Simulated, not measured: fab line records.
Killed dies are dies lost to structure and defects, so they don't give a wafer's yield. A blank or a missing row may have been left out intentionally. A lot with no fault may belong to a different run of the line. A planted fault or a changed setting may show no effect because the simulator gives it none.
fab line records	flow nand_harc
[record] lots = 6	wafers = 18	last_day = 27
route steps=1159 shown A_CONTACT@902 END@1159
lots that met no fault: from a run of the same line without faults
start_h: hours from the record's opening day to when the first of the lot's shown wafers began	wait_h: how many hours have passed since the lot's step before this one	" identical to the entry in the row above	L1.1+2: one row covering several wafers at once	- no value, or no start given	* or withheld: withheld	< > ~ a bound
route shown NAME@n: a module of which the file shows steps, and the number in the route of the first	usual: the fault-free wafers' mean and standard deviation	same: alike in all rows	chamber/n: place in a boat	sites: readings site by site	_std_site: standard deviation across them	_edge_site: inner sites' mean taken away from outer sites' mean	radius_mm: how far each site lies from the wafer's centre	mask NAME#n: copy n	behind: the most recent tool/chamber to have shaped the wafer	hold: reason for holding the lot/hours on hold/outcome of the hold	device: whichever transistor did not switch (one of n, p or np)	end of line: at the end of the route, the tests of the same wafers	step lacking rows: just its recipe	killed: dies that structure and defects cost at the first sort, which is not the same as the wafer's yield	map: the dies of a wafer, with x for killed, . for not killed, _ for no die there
set.NAME: the setting as run; set.NAME@STEP: as run at that earlier step	model.NAME: the simulator's own value behind a step, which no gauge read
lots at selected steps of the route; one table per step, one row per wafer
services: the hour from which a tool's chamber was out of use, counted from the record's first day as start_h (under 0 if before that day), plus the number of hours and why
[[steps]]
[step NHARC_A_CONTACT_ETCH_77]
[recipe] target_depth_a = 726	time_s = 36.3	cf4_flow_sccm = 100	chf3_flow_sccm = 30	ar_flow_sccm = 0	rf_w = 500	bias_w = 200	chemistry = CF4/CHF3
[step NHARC_A_CONTACT_ETCH_78]
[recipe] target_depth_a = 28000	over_etch_frac = 0.3	time_s = 728	ion_energy_ev = 150	o2_flow_sccm = 400	cos_flow_sccm = 20	ar_flow_sccm = 0	rf_w = 500	bias_w = 300	chemistry = O2/COS
[step NHARC_A_CONTACT_ETCH_124]
[recipe] source_w = withheld	pressure_mtorr = 20	bias_v = withheld	time_s = 140	target_depth_a = 7000	ar_flow_sccm = withheld	c4f8_flow_sccm = withheld	o2_flow_sccm = withheld	chemistry = C4F8/O2/Ar
[usual] run_length_s = 141.0/0.4
[same] time_s = 140
lot.wafer	tool	chamber	start_h	wait_h	rf_hours_counter_h	run_length_s
L456.2	har_cap_etch-03	0	465.19	-	84	140.9
L456.3	"	0	"	"	-	140.7
L456.4	"	1	"	"	-	141.0
L462.1	har_cap_etch-01	0	476.38	-	63	140.5
L462.2	"	1	"	"	63	141.1
L462.3	"	1	"	"	-	141.2
L465.1	har_cap_etch-03	0	493.09	-	92	141.2
L465.4	"	0	"	"	-	141.0
L465.6	"	0	"	"	-	140.9
L469.3	har_cap_etch-01	1	502.51	-	-	140.9
L469.4	"	0	"	"	-	140.9
L469.5	"	1	"	"	-	140.9
L472.3	har_cap_etch-02	1	537.61	-	-	140.6
L472.4	"	0	"	"	-	142.0
L472.5	"	1	"	"	-	140.5
L468.2	har_cap_etch-01	1	549.21	-	80	141.3
L468.4	"	0	"	"	-	140.9
L468.6	"	1	"	"	-	141.2
[step NHARC_A_CONTACT_ETCH_125]
[recipe] source_w = withheld	pressure_mtorr = 20	bias_v = 1200	time_s = 155	target_depth_a = 9560	ar_flow_sccm = withheld	c4f8_flow_sccm = withheld	o2_flow_sccm = withheld	chemistry = C4F8/O2/Ar
[usual] run_length_s = 155/0
[same] time_s = 155
lot.wafer	tool	chamber	start_h	wait_h	rf_hours_counter_h	run_length_s
L456.2	har_cap_etch-03	0	465.39	0.2	84	155
L456.3	"	0	"	"	-	155
L456.4	"	1	"	"	-	155
L462.1	har_cap_etch-01	0	476.64	0.2	63	155
L462.2	"	1	"	"	63	155
L462.3	"	1	"	"	-	155
L465.1	har_cap_etch-03	0	493.44	0.3	92	155
L465.4	"	0	"	"	-	155
L465.6	"	0	"	"	-	155
L469.3	har_cap_etch-01	1	502.69	0.1	-	155
L469.4	"	0	"	"	-	155
L469.5	"	1	"	"	-	155
L472.3	har_cap_etch-02	1	537.79	0.1	-	155
L472.4	"	0	"	"	-	155
L472.5	"	1	"	"	-	155
L468.2	har_cap_etch-01	1	549.39	0.2	80	155
L468.4	"	0	"	"	-	155
L468.6	"	1	"	"	-	155
[step NHARC_A_CONTACT_ETCH_126]
[recipe] source_w = withheld	pressure_mtorr = 20	bias_v = 1200	time_s = 155	target_depth_a = 9560	ar_flow_sccm = withheld	c4f8_flow_sccm = withheld	o2_flow_sccm = withheld	chemistry = C4F8/O2/Ar
[step NHARC_A_CONTACT_ETCH_127]
[recipe] source_w = withheld	pressure_mtorr = 20	bias_v = 1200	time_s = 155	target_depth_a = 9560	ar_flow_sccm = withheld	c4f8_flow_sccm = withheld	o2_flow_sccm = withheld	chemistry = C4F8/O2/Ar
[step NHARC_A_CONTACT_ETCH_128]
[recipe] source_w = withheld	pressure_mtorr = 20	bias_v = 1200	time_s = 155	target_depth_a = 9560	ar_flow_sccm = withheld	c4f8_flow_sccm = withheld	o2_flow_sccm = withheld	chemistry = C4F8/O2/Ar
[step NHARC_A_CONTACT_ETCH_129]
[recipe] source_w = withheld	pressure_mtorr = 20	bias_v = 1200	time_s = 155	target_depth_a = 9560	ar_flow_sccm = withheld	c4f8_flow_sccm = withheld	o2_flow_sccm = withheld	chemistry = C4F8/O2/Ar
[step NHARC_A_CONTACT_ETCH_130]
[recipe] source_w = withheld	pressure_mtorr = 20	bias_v = 1200	time_s = 155	target_depth_a = 9560	ar_flow_sccm = withheld	c4f8_flow_sccm = withheld	o2_flow_sccm = withheld	chemistry = C4F8/O2/Ar
[step NHARC_A_CONTACT_ETCH_131]
[recipe] source_w = withheld	pressure_mtorr = 20	bias_v = 1200	time_s = 155	target_depth_a = 9560	ar_flow_sccm = withheld	c4f8_flow_sccm = withheld	o2_flow_sccm = withheld	chemistry = C4F8/O2/Ar
[step NHARC_A_CONTACT_ETCH_132]
[recipe] source_w = withheld	pressure_mtorr = 20	bias_v = 1200	time_s = 156	target_depth_a = 9580	ar_flow_sccm = withheld	c4f8_flow_sccm = withheld	o2_flow_sccm = withheld	chemistry = C4F8/O2/Ar
[usual] run_length_s = 156/0
[same] time_s = 156
lot.wafer	tool	chamber	start_h	wait_h	rf_hours_counter_h	run_length_s
L456.2	har_cap_etch-03	0	466.38	0.1	85	156
L456.3	"	0	"	"	-	156
L456.4	"	1	"	"	-	156
L462.1	har_cap_etch-01	0	477.96	0.2	64	156
L462.2	"	1	"	"	64	156
L462.3	"	1	"	"	-	156
L465.1	har_cap_etch-03	0	495.21	0.2	93	156
L465.4	"	0	"	"	-	156
L465.6	"	0	"	"	-	156
L469.3	har_cap_etch-01	1	503.68	0.1	-	156
L469.4	"	0	"	"	-	156
L469.5	"	1	"	"	-	156
L472.3	har_cap_etch-02	1	538.78	0.1	-	156
L472.4	"	0	"	"	-	156
L472.5	"	1	"	"	-	156
L468.2	har_cap_etch-01	1	550.38	0.1	81	156
L468.4	"	0	"	"	-	156
L468.6	"	1	"	"	-	156
[step NHARC_A_CONTACT_ETCH_133]
[recipe] source_w = withheld	pressure_mtorr = 20	bias_v = 400	time_s = 195	target_depth_a = 8400	ar_flow_sccm = withheld	c4f8_flow_sccm = 11.5	o2_flow_sccm = 7.2	chemistry = C4F8/O2/Ar
[usual] run_length_s = 226.0/0.42
[same] time_s = 195
lot.wafer	tool	chamber	start_h	wait_h	rf_hours_counter_h	run_length_s
L456.2	har_cap_etch-03	0	466.52	0.1	85	226.1
L456.3	"	0	"	"	-	225.8
L456.4	"	1	"	"	-	226.3
L462.1	har_cap_etch-01	0	478.15	0.2	64	225.5
L462.2	"	1	"	"	64	226.4
L462.3	"	1	"	"	-	226.4
L465.1	har_cap_etch-03	0	495.46	0.2	93	225.9
L465.4	"	0	"	"	-	225.6
L465.6	"	0	"	"	-	226.1
L469.3	har_cap_etch-01	1	503.86	0.2	-	226.1
L469.4	"	0	"	"	-	225.9
L469.5	"	1	"	"	-	226.0
L472.3	har_cap_etch-02	1	538.97	0.2	-	225.3
L472.4	"	0	"	"	-	227.0
L472.5	"	1	"	"	-	225.3
L468.2	har_cap_etch-01	1	550.55	0.1	81	225.9
L468.4	"	0	"	"	-	225.6
L468.6	"	1	"	"	-	226.3
[step NHARC_A_CONTACT_ETCH_91]
[recipe] target_depth_a = 400	over_etch_frac = 0.5	time_s = 85.7	ion_energy_ev = 120	ch3f_flow_sccm = 50	o2_flow_sccm = 30	ar_flow_sccm = 200	rf_w = 500	bias_w = 100	chemistry = CH3F/O2
[usual] drypump_motor_current_A = 5.8/0.6	oes_product_au = 0.931/0.023	rf_vpp_V = 244.6/1.7	run_length_s = 106.9/0.44	showerhead_plenum_p_Torr = 2.47/0.11	throttle_valve_pct = 20.662/0.0077
lot.wafer	tool	chamber	start_h	wait_h	drypump_motor_current_A	oes_product_au	rf_hours_counter_h	rf_vpp_V	run_length_s	showerhead_plenum_p_Torr	throttle_valve_pct
L456.3	rie_diel-06	3	467.10	0.4	5.9	0.929	9	246.7	106.8	2.56	20.654
L456.2	"	0	"	"	6.7	0.919	10	246.7	106.2	2.50	20.662
L456.4	"	1	"	"	5.0	0.924	10	246.4	107.4	2.61	20.663
L462.1	rie_diel-06	2	478.81	0.6	5.3	0.920	14	241.6	106.9	2.31	20.664
L462.2	"	0	"	"	6.7	0.918	14	245.3	106.4	2.50	20.667
L462.3	"	1	"	"	5.0	0.921	14	246.5	107.6	2.61	20.654
L465.4	rie_diel-06	0	496.24	0.5	6.7	0.915	17	244.9	106.2	2.50	20.665
L465.1	"	1	"	"	5.0	0.928	17	246.5	107.5	2.61	20.662
L465.6	"	0	"	"	6.7	0.916	-	245.8	106.5	2.50	20.670
L469.4	rie_diel-06	1	504.35	0.4	5.0	0.927	18	246.5	107.6	2.61	20.660
L469.3	"	3	"	"	5.9	0.919	18	244.4	106.7	2.56	20.648
L469.5	"	1	"	"	5.0	0.925	-	247.0	107.3	2.61	20.669
L472.4	rie_diel-06	3	539.45	0.4	5.9	0.926	26	246.2	106.4	2.56	20.667
L472.3	"	1	"	"	5.0	0.942	26	246.9	107.3	2.60	20.667
L472.5	"	0	"	"	6.7	0.932	-	245.2	73.7	2.50	20.665
L468.2	rie_diel-06	2	551.07	0.5	5.3	0.925	27	242.5	106.7	2.31	20.664
L468.4	"	0	"	"	6.7	0.912	28	244.9	73.8	2.50	20.679
L468.6	"	3	"	"	5.9	0.908	-	244.8	106.3	2.56	20.646
[step NHARC_A_CONTACT_ETCH_97]
[recipe] target_depth_a = 200	over_etch_frac = 0.5	time_s = 10	ion_energy_ev = 250	c4f6_flow_sccm = 25	o2_flow_sccm = 20	ar_flow_sccm = 500	rf_w = 600	bias_w = 500	chemistry = C4F6/O2
[usual] drypump_motor_current_A = 5.8/0.62	oes_product_au = 0.955/0.02	rf_vpp_V = 547/3.5	run_length_s = 31.0/0.33	showerhead_plenum_p_Torr = 3.94/0.16	throttle_valve_pct = 26.904/0.0087
[same] time_s = 10
lot.wafer	tool	chamber	start_h	wait_h	drypump_motor_current_A	oes_product_au	rf_hours_counter_h	rf_vpp_V	run_length_s	showerhead_plenum_p_Torr	throttle_valve_pct
L456.2	rie_diel-06	0	-	-	6.7	0.944	10	548	30.5	3.99	26.917
L456.3	"	1	"	"	5.0	0.948	10	553	31.4	4.15	26.894
L456.4	"	2	"	"	5.3	0.978	9	541	31.1	3.71	26.904
L462.2	rie_diel-06	1	-	-	5.0	0.937	14	553	31.3	4.15	26.906
L462.3	"	2	"	"	5.3	0.958	14	542	30.8	3.70	26.898
L462.1	"	3	"	"	5.9	0.937	14	549	30.5	4.08	26.916
L465.1	rie_diel-06	0	-	-	6.7	0.940	17	548	30.4	3.99	26.921
L465.4	"	1	"	"	5.0	0.946	17	552	31.2	4.15	26.895
L465.6	"	0	"	"	6.7	0.946	-	549	30.6	3.99	26.905
L469.4	rie_diel-06	3	-	-	5.9	0.939	18	550	31.0	4.08	26.897
L469.3	"	0	"	"	6.7	0.946	18	548	30.6	3.99	26.890
L469.5	"	3	"	"	5.9	0.932	-	550	30.8	4.08	26.901
L472.3	rie_diel-06	0	-	-	6.7	0.950	27	548	30.9	3.98	26.899
L472.4	"	1	"	"	5.0	0.935	26	552	31.3	4.14	26.898
L472.5	"	3	"	"	5.9	0.937	-	550	30.4	4.07	26.912
L468.2	rie_diel-06	3	-	-	5.9	0.941	28	550	30.9	4.07	26.885
L468.4	"	1	"	"	5.0	0.924	28	550	31.3	4.14	26.900
L468.6	"	2	"	"	5.3	0.948	-	542	31.3	3.70	26.896
[step NHARC_END_SORT_01]
[recipe] temp_c = 25
[usual] killed_at_array = 29/11	killed_at_other = 0.5/0.85	killed_at_periphery = 3.0/2.3	killed_dies = 33/12	killed_open = 3.3/1.9	killed_short = 2.0/1.5
[same] gross_dies = 677
lot.wafer	tool	chamber	start_h	wait_h	killed_at_array	killed_at_other	killed_at_periphery	killed_dies	killed_open	killed_short
L462.1	prober-01	0	595.57	2.5	31	0	3	34	4	6
L462.2	prober-01	0	596.36	2.8	26	2	1	29	4	2
L462.3	prober-01	0	597.15	3.1	22	3	3	28	3	1
L465.1	prober-01	0	610.93	2.5	21	0	2	23	3	3
L469.4	prober-02	0	617.70	3.4	39	1	3	43	2	0
L468.2	prober-02	0	655.04	2.8	39	0	4	43	3	3
L468.4	prober-02	0	656.64	3.4	39	0	2	41	1	1
L468.6	prober-02	0	658.24	4.0	41	0	1	42	2	0
// killed by level:class
L462.1 A_CHANNEL_HOLE_D1:chamber_film_flake=10 A_STAIRCASE:chamber_film_flake=3 A_SLIT:chamber_film_flake=3 A_CONTACT:chamber_film_flake=3 A_ONON_D1:geometric_particle:open=2 P_STI:chamber_film_flake=2 P_M0:geometric_particle:short=1 A_ONON_D1:geometric_particle:short=1
L462.2 A_CHANNEL_HOLE_D1:chamber_film_flake=16 A_CONTACT:geometric_particle:open=2 THIN_TSV:chamber_film_flake=2 A_ONON_D1:geometric_particle:open=1 A_CHANNEL_FILL_D1:geometric_particle:short=1 A_M0:geometric_particle:open=1 A_M0:geometric_particle:short=1 P_GATE:chamber_film_flake=1
L462.3 A_CHANNEL_HOLE_D1:chamber_film_flake=14 THIN_TSV:chamber_film_flake=3 A_CHANNEL_FILL_D1:geometric_particle:open=2 P_M1:chamber_film_flake=2 A_SLIT:chamber_film_flake=2 A_ONON_D1:geometric_particle:short=1 A_BLC:geometric_particle:open=1 P_GATE:chamber_film_flake=1
L465.1 A_CHANNEL_HOLE_D1:chamber_film_flake=11 A_STAIRCASE:chamber_film_flake=2 A_WL_FILL:geometric_particle:short=1 P_M0:geometric_particle:open=1 A_ONON_D1:geometric_particle:short=1 A_CHANNEL_HOLE_D1:geometric_particle:short=1 A_CHANNEL_FILL_D1:geometric_particle:open=1 A_CONTACT:geometric_particle:open=1
L469.4 A_CHANNEL_HOLE_D1:chamber_film_flake=17 A_SLIT:chamber_film_flake=10 A_CONTACT:chamber_film_flake=8 P_STI:chamber_film_flake=2 A_CHANNEL_FILL_D1:chamber_film_flake=2 P_M0:geometric_particle:open=1 A_M0:geometric_particle:open=1 A_WL_FILL:chamber_film_flake=1
L468.2 A_SLIT:chamber_film_flake=17 A_CHANNEL_HOLE_D1:chamber_film_flake=15 A_CONTACT:chamber_film_flake=3 P_GATE:geometric_particle:open=1 P_CONTACT:geometric_particle:short=1 P_M1:geometric_particle:open=1 A_CHANNEL_FILL_D1:geometric_particle:short=1 A_WL_FILL:geometric_particle:short=1
L468.4 A_SLIT:chamber_film_flake=17 A_CHANNEL_HOLE_D1:chamber_film_flake=17 A_STAIRCASE:chamber_film_flake=4 P_GATE:geometric_particle:short=1 P_GATE:geometric_particle:open=1 A_CONTACT:chamber_film_flake=1
L468.6 A_SLIT:chamber_film_flake=19 A_CHANNEL_HOLE_D1:chamber_film_flake=17 A_STAIRCASE:chamber_film_flake=3 A_ONON_D1:geometric_particle:open=2 P_CONTACT:chamber_film_flake=1
[[services]]
tool	chamber	start_h	hours	kind
rie_diel-06	0	452.19	-	clean
rie_diel-06	1	452.19	-	clean
rie_diel-06	2	452.19	-	clean
rie_diel-06	3	452.19	-	clean
har_cap_etch-01	-	467.90	0.2	repair
rie_diel-06	0	476.71	-	clean
rie_diel-06	1	476.71	-	clean
rie_diel-06	2	476.71	-	clean
rie_diel-06	3	476.71	-	clean
rie_diel-06	0	501.21	-	clean
rie_diel-06	1	501.21	-	clean
rie_diel-06	2	501.21	-	clean
rie_diel-06	3	501.21	-	clean
rie_diel-06	0	525.95	-	clean
rie_diel-06	1	525.95	-	clean
rie_diel-06	2	525.95	-	clean
rie_diel-06	3	525.95	-	clean
har_cap_etch-03	-	545.00	17.0	pm
har_cap_etch-03	0	545.00	17.0	vent_cycle
har_cap_etch-03	1	545.00	17.0	vent_cycle
rie_diel-06	0	550.45	-	clean
rie_diel-06	1	550.45	-	clean
rie_diel-06	2	550.45	-	clean
rie_diel-06	3	550.45	-	clean
[[key]]
[first_sign] step = NHARC_A_CONTACT_ETCH_91	reading = run_length_s	direction = down	sigmas = 75	usual = *	struck = *
effect none on later readings
met_at NHARC_A_CONTACT_ETCH_91
struck_wafers L468.4,L472.5
tester_left_out L468,L472
onset_between 496.24 539.45
[fault] kind = process_parameter_drift	tool = rie_diel-06	chamber = 0	onset_h = 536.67	steps = NHARC_A_CONTACT_ETCH_91	channel = time_s	offset = *	shape = step	end_h = 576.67	acts_in = *	stated = *
// tester_left_out: of these lots the tester's yield and bins aren't shown, on N5 and GAA mostly nor the transistor test; their killed dies are dies lost to structure and defects alone, not to doping, threshold or leakage, so they don't give the yield
